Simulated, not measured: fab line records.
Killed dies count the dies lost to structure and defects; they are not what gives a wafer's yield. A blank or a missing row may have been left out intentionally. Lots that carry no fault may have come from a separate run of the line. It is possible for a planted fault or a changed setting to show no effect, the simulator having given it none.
fab line records	flow n5-finfet	part 2 of 2: steps 16 to 16 of 16
record lots=7	wafers=21	last-day=22
route steps=1938 shown HKMG_FIN@445 BEOL_M4@1111 PASSIVATION@1936
lots untouched by any fault: they come from a run of this same line in which no faults occurred
start-h: the number of hours between the record's first day and the start of the first shown wafer of the lot	wait-h: hours from the lot's prior step to this one	" as in the row above	L1.1+2: several wafers, shown together as one row	- no value, or no start was given	* or withheld: withheld	< > ~ a bound
route shown NAME@n: a module of which the file shows steps, and the number in the route of the first	usual: mean/standard deviation taken from wafers without a fault	same: alike in all rows	chamber/n: place in a boat	sites: the reading at each site	_std_site: the values' standard deviation	_edge_site: outer sites' mean less inner sites'	radius-mm: for every site, how far away it sits from the centre of the wafer	mask NAME#n: copy n	behind: the last tool/chamber to shape the wafer	hold: why the lot was held/for how many hours/how that ended	device: transistor that didn't switch, given as n, p or np	end of line: the tests these same wafers got at the end of their route	a step given without rows: its recipe and nothing more	killed: dies that structure and defects cost at the first sort, which is not the same as the wafer's yield	map: dies across one wafer; x = killed, . = not, _ = none there
set.NAME: the setting the step ran with; set.NAME@STEP: the setting that earlier step ran with	model.NAME: the simulator's own value behind a step, which no gauge read
lots at some steps of the route; a table a step, a row a wafer
services: when a tool's chamber went out of use (start-h, in hours from the record's first day, below 0 if earlier), for how many hours, and the reason
## steps
# step N5_PASSIVATION_PROBE_49
# usual defect-limited-yield=91.4/1.2	killed_at_M0_to_M3=34/10	killed_at_M4_up=14/5.1	killed-at-contacts=12/6.4	killed-at-front-end=38/9.3	killed-at-other=4/3	killed-dies=102/15	killed-on-rim=13/3.6	killed-open=67/12	killed-short=33/6.9	sort_bin_5_function=5.0/0.86	sort_bin_6_memory=3.2/0.58	sort-n-pass=1078/15	sort-yield-pct=91.4/1.2
# same gross-dies=1180	killed-at-back-side=0	sort_bin_4_leakage[%]=0	sort_bin_8_speed[%]=0
lot.wafer	tool	chamber	start-h	wait-h	defect-limited-yield[%]	killed_at_M0_to_M3	killed_at_M4_up	killed-at-contacts	killed-at-front-end	killed-at-other	killed-dies	killed-on-rim	killed-open	killed-short	sort_bin_5_function[%]	sort_bin_6_memory[%]	sort-n-pass	sort-yield-pct[%]
L316.1	prober-02	-	313.66	0.0	91.9	42	6	12	25	11	96	14	62	33	5.1	2.5	1084	91.9
L316.3	prober-02	-	313.76	0.1	91.8	40	1	11	37	8	97	10	68	28	5.2	2.8	1083	91.8
L316.6	prober-02	-	313.91	0.3	90.2	38	10	8	46	14	116	17	82	33	5.7	3.8	1064	90.2
L322.3	prober-01	-	388.63	0.1	0	30	13	15	1118	4	1180	152	72	37	95.5	3.6	0	0
L322.5	prober-01	-	388.73	0.2	0	32	15	16	1117	0	1180	152	64	25	96.3	3.4	0	0
L322.6	prober-01	-	388.78	0.3	0	25	15	19	1121	0	1180	152	55	21	97.6	2.2	0	0
L324.1	prober-02	-	422.19	0.4	0	28	13	11	1119	9	1180	152	49	28	97.3	2.5	0	0
L324.5	prober-02	-	422.39	0.6	0	31	9	6	1129	5	1180	152	57	26	96.5	3.2	0	0
L324.6	prober-02	-	422.44	0.6	0	27	13	5	1127	8	1180	152	53	35	96.7	2.9	0	0
L329.1	prober-02	-	468.63	0.2	89.5	52	8	14	43	7	124	13	77	46	6.0	4.2	1056	89.5
L329.3	prober-02	-	468.73	0.3	93.0	24	13	10	36	0	83	6	53	29	4.2	2.7	1097	93.0
L329.4	prober-02	-	468.78	0.4	92.7	19	5	17	41	4	86	18	54	31	4.7	2.2	1094	92.7
L332.4	prober-01	-	485.69	0.2	93.1	23	15	5	37	1	81	7	46	34	4.3	2.1	1099	93.1
L332.5	prober-01	-	485.74	0.2	90.7	37	20	5	44	4	110	15	73	33	6.1	2.7	1070	90.7
L332.6	prober-01	-	485.79	0.3	93.5	18	16	4	34	5	77	9	47	28	3.6	2.8	1103	93.5
L323.2	prober-01	-	517.15	0.1	0	23	24	10	1119	4	1180	152	66	47	95.8	3.8	0	0
L323.4	prober-01	-	517.25	0.2	0	28	14	9	1129	0	1180	152	66	32	96.4	3.3	0	0
L323.5	prober-01	-	517.30	0.2	0	27	14	19	1120	0	1180	152	69	28	96.8	2.9	0	0
L334.2	prober-01	-	522.31	0.1	92.9	30	17	8	27	2	84	13	55	25	3.8	3.1	1096	92.9
L334.3	prober-01	-	522.36	0.1	93.1	37	15	12	17	1	82	8	52	27	4.6	2.4	1098	93.1
L334.6	prober-01	-	522.51	0.3	92.0	40	22	15	17	0	94	8	54	38	4.7	2.7	1086	92.0
# killed by level:class
L316.1 BEOL_M0_SAQP:geometric-particle:open=10 BEOL_M0_SAQP:geometric-particle:short=10 MOL_CONTACT_COAG:geometric-particle:open=9 STI_FIN_REVEAL:geometric-particle:open=8 BEOL_M3:geometric-particle:open=8 FIN_SAQP:geometric-particle:short=5 BEOL_M2:geometric-particle:open=5 BEOL_M0:geometric-particle:open=4
L316.3 FIN_SAQP:geometric-particle:open=10 MOL_CONTACT_COAG:geometric-particle:open=10 BEOL_M0_SAQP:geometric-particle:short=7 FIN_SAQP:geometric-particle:short=6 STI_FIN_REVEAL:geometric-particle:open=6 BEOL_M3:geometric-particle:open=6 BEOL_M0_SAQP:geometric-particle:open=6 BEOL_M1:geometric-particle:open=6
L316.6 STI_FIN_REVEAL:geometric-particle:open=21 BEOL_M0_SAQP:geometric-particle:open=9 BEOL_M0_SAQP:geometric-particle:short=8 MOL_CONTACT_COAG:geometric-particle:open=7 BEOL_M1:geometric-particle:open=6 BEOL_M2:geometric-particle:open=6 PASS1_CAP:geometric-particle:open=6 FIN_SAQP:geometric-particle:short=5
L322.3 HKMG_FIN:area-ald=1069 FIN_SAQP:geometric-particle:short=15 STI_FIN_REVEAL:geometric-particle:open=13 MOL_CONTACT_COAG:geometric-particle:open=12 FIN_SAQP:geometric-particle:open=10 BEOL_M2:geometric-particle:open=7 BEOL_M0_SAQP:geometric-particle:open=6 BEOL_M4:geometric-particle:open=6
L322.5 HKMG_FIN:area-ald=1089 MOL_CONTACT_COAG:geometric-particle:open=9 FIN_SAQP:geometric-particle:open=8 MOL_CONTACT_COAG:geometric-particle:short=7 BEOL_M0_SAQP:geometric-particle:open=7 BEOL_M4:geometric-particle:open=7 BEOL_M0_SAQP:geometric-particle:short=5 BEOL_M1:geometric-particle:open=5
L322.6 HKMG_FIN:area-ald=1104 MOL_CONTACT_COAG:geometric-particle:open=16 BEOL_M0_SAQP:geometric-particle:open=8 BEOL_M3:geometric-particle:open=6 BEOL_M0_SAQP:geometric-particle:short=5 FIN_SAQP:geometric-particle:open=3 GATE_CUT:geometric-particle:open=3 GATE_CUT:geometric-particle:short=3
L324.1 HKMG_FIN:area-ald=1100 MOL_CONTACT_COAG:geometric-particle:open=10 BEOL_M0_SAQP:geometric-particle:open=8 BEOL_M0_SAQP:geometric-particle:short=6 STI_FIN_REVEAL:geometric-particle:open=5 BEOL_M2:geometric-particle:open=5 DUMMY_GATE:geometric-particle:open=4 GATE_CUT:geometric-particle:short=3
L324.5 HKMG_FIN:area-ald=1093 FIN_SAQP:geometric-particle:open=7 BEOL_M2:geometric-particle:open=7 BEOL_M0_SAQP:geometric-particle:short=6 BEOL_M0_SAQP:geometric-particle:open=6 BEOL_M3:geometric-particle:open=6 GATE_CUT:geometric-particle:open=5 GATE_CUT:geometric-particle:short=5
L324.6 HKMG_FIN:area-ald=1091 FIN_SAQP:geometric-particle:open=8 BEOL_M4:geometric-particle:open=7 BEOL_M1:geometric-particle:open=6 FIN_SAQP:geometric-particle:short=5 BEOL_M0_SAQP:geometric-particle:short=5 BEOL_M0_SAQP:geometric-particle:open=5 DUMMY_GATE:geometric-particle:open=4
L329.1 BEOL_M0_SAQP:geometric-particle:short=16 BEOL_M0_SAQP:geometric-particle:open=11 BEOL_M2:geometric-particle:open=11 MOL_CONTACT_COAG:geometric-particle:open=10 GATE_CUT:geometric-particle:short=9 FIN_SAQP:geometric-particle:open=8 STI_FIN_REVEAL:geometric-particle:open=7 BEOL_M3:geometric-particle:open=5
L329.3 MOL_CONTACT_COAG:geometric-particle:open=8 FIN_SAQP:geometric-particle:open=7 STI_FIN_REVEAL:geometric-particle:open=7 FIN_SAQP:geometric-particle:short=5 BEOL_M2:geometric-particle:open=5 GATE_CUT:geometric-particle:short=4 BEOL_M3:geometric-particle:open=4 BEOL_M4:geometric-particle:open=4
L329.4 MOL_CONTACT_COAG:geometric-particle:open=12 GATE_CUT:geometric-particle:short=10 FIN_SAQP:geometric-particle:open=5 STI_FIN_REVEAL:geometric-particle:open=5 MOL_CONTACT_COAG:geometric-particle:short=5 BEOL_M0_SAQP:geometric-particle:short=5 FIN_SAQP:geometric-particle:short=4 DUMMY_GATE:geometric-particle:open=4
L332.4 FIN_SAQP:geometric-particle:short=8 BEOL_M0_SAQP:geometric-particle:short=8 DUMMY_GATE:geometric-particle:open=6 FIN_SAQP:geometric-particle:open=5 BEOL_M4:geometric-particle:open=5 BEOL_M3:geometric-particle:open=5 BEOL_M2:geometric-particle:open=5 MOL_CONTACT_COAG:geometric-particle:open=4
L332.5 STI_FIN_REVEAL:geometric-particle:open=12 FIN_SAQP:geometric-particle:open=9 BEOL_M0_SAQP:geometric-particle:short=9 BEOL_M2:geometric-particle:open=9 BEOL_M4:geometric-particle:open=9 BEOL_M0_SAQP:geometric-particle:open=8 FIN_SAQP:geometric-particle:short=7 BEOL_M5:geometric-particle:open=6
L332.6 BEOL_M4:geometric-particle:open=9 FIN_SAQP:geometric-particle:open=5 FIN_SAQP:geometric-particle:short=5 FIN_CUT:geometric-particle:short=4 BEOL_M2:geometric-particle:open=4 BEOL_M0_SAQP:geometric-particle:open=4 FIN_CUT:geometric-particle:open=3 DUMMY_GATE:geometric-particle:open=3
L323.2 HKMG_FIN:area-ald=1066 FIN_SAQP:geometric-particle:short=23 FIN_SAQP:geometric-particle:open=13 BEOL_M2:geometric-particle:open=12 BEOL_M4:geometric-particle:short=9 MOL_CONTACT_COAG:geometric-particle:open=9 BEOL_M4:geometric-particle:open=9 BEOL_M0_SAQP:geometric-particle:open=5
L323.4 HKMG_FIN:area-ald=1082 BEOL_M2:geometric-particle:open=12 STI_FIN_REVEAL:geometric-particle:open=11 FIN_SAQP:geometric-particle:short=9 MOL_CONTACT_COAG:geometric-particle:open=9 FIN_SAQP:geometric-particle:open=6 BEOL_M4:geometric-particle:open=6 GATE_CUT:geometric-particle:short=4
L323.5 HKMG_FIN:area-ald=1083 MOL_CONTACT_COAG:geometric-particle:open=16 BEOL_M2:geometric-particle:open=9 GATE_CUT:geometric-particle:open=8 FIN_SAQP:geometric-particle:short=6 STI_FIN_REVEAL:geometric-particle:open=6 BEOL_M3:geometric-particle:open=6 GATE_CUT:geometric-particle:short=5
L334.2 MOL_CONTACT_COAG:geometric-particle:open=7 BEOL_M0_SAQP:geometric-particle:short=7 BEOL_M0_SAQP:geometric-particle:open=7 GATE_CUT:geometric-particle:short=6 BEOL_M4:geometric-particle:open=6 STI_FIN_REVEAL:geometric-particle:open=5 FIN_SAQP:geometric-particle:open=4 GATE_CUT:geometric-particle:open=4
L334.3 BEOL_M2:geometric-particle:open=11 MOL_CONTACT_COAG:geometric-particle:open=9 BEOL_M0_SAQP:geometric-particle:short=9 BEOL_M4:geometric-particle:open=6 BEOL_M0_SAQP:geometric-particle:open=5 FIN_SAQP:geometric-particle:open=4 FIN_SAQP:geometric-particle:short=3 STI_FIN_REVEAL:geometric-particle:open=3
L334.6 MOL_CONTACT_COAG:geometric-particle:open=9 BEOL_M2:geometric-particle:open=9 BEOL_M4:geometric-particle:open=7 BEOL_M0_SAQP:geometric-particle:short=7 MOL_CONTACT_COAG:geometric-particle:short=6 BEOL_M0_SAQP:geometric-particle:open=6 STI_FIN_REVEAL:geometric-particle:short=5 STI_FIN_REVEAL:geometric-particle:open=4
# map L322.3 (x killed, . not)
_________________xxxxxxxxxxxx________________
______________xxxxxxxxxxxxxxxxxx_____________
___________xxxxxxxxxxxxxxxxxxxxxxxx__________
__________xxxxxxxxxxxxxxxxxxxxxxxxxx_________
________xxxxxxxxxxxxxxxxxxxxxxxxxxxxxx_______
_______xxxxxxxxxxxxxxxxxxxxxxxxxxxxxxxx______
______xxxxxxxxxxxxxxxxxxxxxxxxxxxxxxxxxx_____
_____xxxxxxxxxxxxxxxxxxxxxxxxxxxxxxxxxxxx____
____xxxxxxxxxxxxxxxxxxxxxxxxxxxxxxxxxxxxxx___
___xxxxxxxxxxxxxxxxxxxxxxxxxxxxxxxxxxxxxxxx__
___xxxxxxxxxxxxxxxxxxxxxxxxxxxxxxxxxxxxxxxx__
__xxxxxxxxxxxxxxxxxxxxxxxxxxxxxxxxxxxxxxxxxx_
__xxxxxxxxxxxxxxxxxxxxxxxxxxxxxxxxxxxxxxxxxx_
_xxxxxxxxxxxxxxxxxxxxxxxxxxxxxxxxxxxxxxxxxxxx
_xxxxxxxxxxxxxxxxxxxxxxxxxxxxxxxxxxxxxxxxxxxx
_xxxxxxxxxxxxxxxxxxxxxxxxxxxxxxxxxxxxxxxxxxxx
_xxxxxxxxxxxxxxxxxxxxxxxxxxxxxxxxxxxxxxxxxxxx
_xxxxxxxxxxxxxxxxxxxxxxxxxxxxxxxxxxxxxxxxxxxx
_xxxxxxxxxxxxxxxxxxxxxxxxxxxxxxxxxxxxxxxxxxxx
_xxxxxxxxxxxxxxxxxxxxxxxxxxxxxxxxxxxxxxxxxxxx
_xxxxxxxxxxxxxxxxxxxxxxxxxxxxxxxxxxxxxxxxxxxx
__xxxxxxxxxxxxxxxxxxxxxxxxxxxxxxxxxxxxxxxxxx_
__xxxxxxxxxxxxxxxxxxxxxxxxxxxxxxxxxxxxxxxxxx_
___xxxxxxxxxxxxxxxxxxxxxxxxxxxxxxxxxxxxxxxx__
___xxxxxxxxxxxxxxxxxxxxxxxxxxxxxxxxxxxxxxxx__
____xxxxxxxxxxxxxxxxxxxxxxxxxxxxxxxxxxxxxx___
_____xxxxxxxxxxxxxxxxxxxxxxxxxxxxxxxxxxxx____
______xxxxxxxxxxxxxxxxxxxxxxxxxxxxxxxxxx_____
_______xxxxxxxxxxxxxxxxxxxxxxxxxxxxxxxx______
________xxxxxxxxxxxxxxxxxxxxxxxxxxxxxx_______
__________xxxxxxxxxxxxxxxxxxxxxxxxxx_________
___________xxxxxxxxxxxxxxxxxxxxxxxx__________
______________xxxxxxxxxxxxxxxxxx_____________
_________________xxxxxxxxxxxx________________
# map L323.2 (x killed, . not)
_________________xxxxxxxxxxxx________________
______________xxxxxxxxxxxxxxxxxx_____________
___________xxxxxxxxxxxxxxxxxxxxxxxx__________
__________xxxxxxxxxxxxxxxxxxxxxxxxxx_________
________xxxxxxxxxxxxxxxxxxxxxxxxxxxxxx_______
_______xxxxxxxxxxxxxxxxxxxxxxxxxxxxxxxx______
______xxxxxxxxxxxxxxxxxxxxxxxxxxxxxxxxxx_____
_____xxxxxxxxxxxxxxxxxxxxxxxxxxxxxxxxxxxx____
____xxxxxxxxxxxxxxxxxxxxxxxxxxxxxxxxxxxxxx___
___xxxxxxxxxxxxxxxxxxxxxxxxxxxxxxxxxxxxxxxx__
___xxxxxxxxxxxxxxxxxxxxxxxxxxxxxxxxxxxxxxxx__
__xxxxxxxxxxxxxxxxxxxxxxxxxxxxxxxxxxxxxxxxxx_
__xxxxxxxxxxxxxxxxxxxxxxxxxxxxxxxxxxxxxxxxxx_
_xxxxxxxxxxxxxxxxxxxxxxxxxxxxxxxxxxxxxxxxxxxx
_xxxxxxxxxxxxxxxxxxxxxxxxxxxxxxxxxxxxxxxxxxxx
_xxxxxxxxxxxxxxxxxxxxxxxxxxxxxxxxxxxxxxxxxxxx
_xxxxxxxxxxxxxxxxxxxxxxxxxxxxxxxxxxxxxxxxxxxx
_xxxxxxxxxxxxxxxxxxxxxxxxxxxxxxxxxxxxxxxxxxxx
_xxxxxxxxxxxxxxxxxxxxxxxxxxxxxxxxxxxxxxxxxxxx
_xxxxxxxxxxxxxxxxxxxxxxxxxxxxxxxxxxxxxxxxxxxx
_xxxxxxxxxxxxxxxxxxxxxxxxxxxxxxxxxxxxxxxxxxxx
__xxxxxxxxxxxxxxxxxxxxxxxxxxxxxxxxxxxxxxxxxx_
__xxxxxxxxxxxxxxxxxxxxxxxxxxxxxxxxxxxxxxxxxx_
___xxxxxxxxxxxxxxxxxxxxxxxxxxxxxxxxxxxxxxxx__
___xxxxxxxxxxxxxxxxxxxxxxxxxxxxxxxxxxxxxxxx__
____xxxxxxxxxxxxxxxxxxxxxxxxxxxxxxxxxxxxxx___
_____xxxxxxxxxxxxxxxxxxxxxxxxxxxxxxxxxxxx____
______xxxxxxxxxxxxxxxxxxxxxxxxxxxxxxxxxx_____
_______xxxxxxxxxxxxxxxxxxxxxxxxxxxxxxxx______
________xxxxxxxxxxxxxxxxxxxxxxxxxxxxxx_______
__________xxxxxxxxxxxxxxxxxxxxxxxxxx_________
___________xxxxxxxxxxxxxxxxxxxxxxxx__________
______________xxxxxxxxxxxxxxxxxx_____________
_________________xxxxxxxxxxxx________________
## services
tool	chamber	start-h	hours	kind
ald-metal-01	-	78.26	2.8	pm
rie-diel-04	3	81.15	6.9	repair
rie-metal-01	-	91.69	2.8	pm
ald-metal-02	3	103.42	3.8	repair
rie-metal-03	-	104.76	1.4	pm
rie-diel-05	0	113.99	-	clean
rie-diel-05	0	113.99	-	consumable-replace:focus-ring
rie-diel-05	0	113.99	24.4	scheduled-down
rie-diel-05	0	113.99	24.4	vent-cycle
cvd-w-02	-	118.11	6.0	pm
rie-diel-05	1	126.71	2.8	repair
rie-diel-05	2	144.20	3.8	repair
rie-metal-03	1	145.96	11.0	repair
rie-diel-04	0	157.01	-	clean
rie-diel-04	0	157.01	-	consumable-replace:focus-ring
rie-diel-04	0	157.01	-	consumable-replace:showerhead
rie-diel-04	0	157.01	20.0	scheduled-down
ald-metal-01	2	159.40	2.7	repair
plasma-asher-01	-	159.51	2.8	pm
ald-metal-02	-	169.02	2.6	repair
rie-diel-05	-	172.97	2.8	pm
rie-metal-02	-	181.79	0.6	repair
ald-metal-04	-	182.57	0.7	repair
plasma-asher-01	-	188.82	1.2	repair
## key
first-sign step=N5_HKMG_FIN_ALD_72	reading=tool-record	direction=missing
effect step=N5_PASSIVATION_PROBE_49	reading=killed-at-front-end	direction=up	sigmas=99+	usual=38	struck=1122
more-kills-born-at N5_HKMG_FIN_ALD_72@cvd-w-01=6546	N5_HKMG_FIN_ALD_72@cvd-w-02=3231
met-at N5_HKMG_FIN_ALD_72
struck-wafers L322.3,L322.5,L322.6,L323.2,L323.4,L323.5,L324.1,L324.5,L324.6
later-rows-left-out L322.3,L322.5,L322.6,L323.2,L323.4,L323.5,L324.1,L324.5,L324.6
onset-between 89.69 120.80
fault kind=skipped-step-whole	tool=cvd-w-01,cvd-w-02	chamber=-	onset-h=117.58	steps=N5_HKMG_FIN_ALD_72	scope=struck-lots-only
# later-rows-left-out: the simulator's readings of these wafers behind a module that went badly wrong aren't trusted and aren't shown, but for the sort
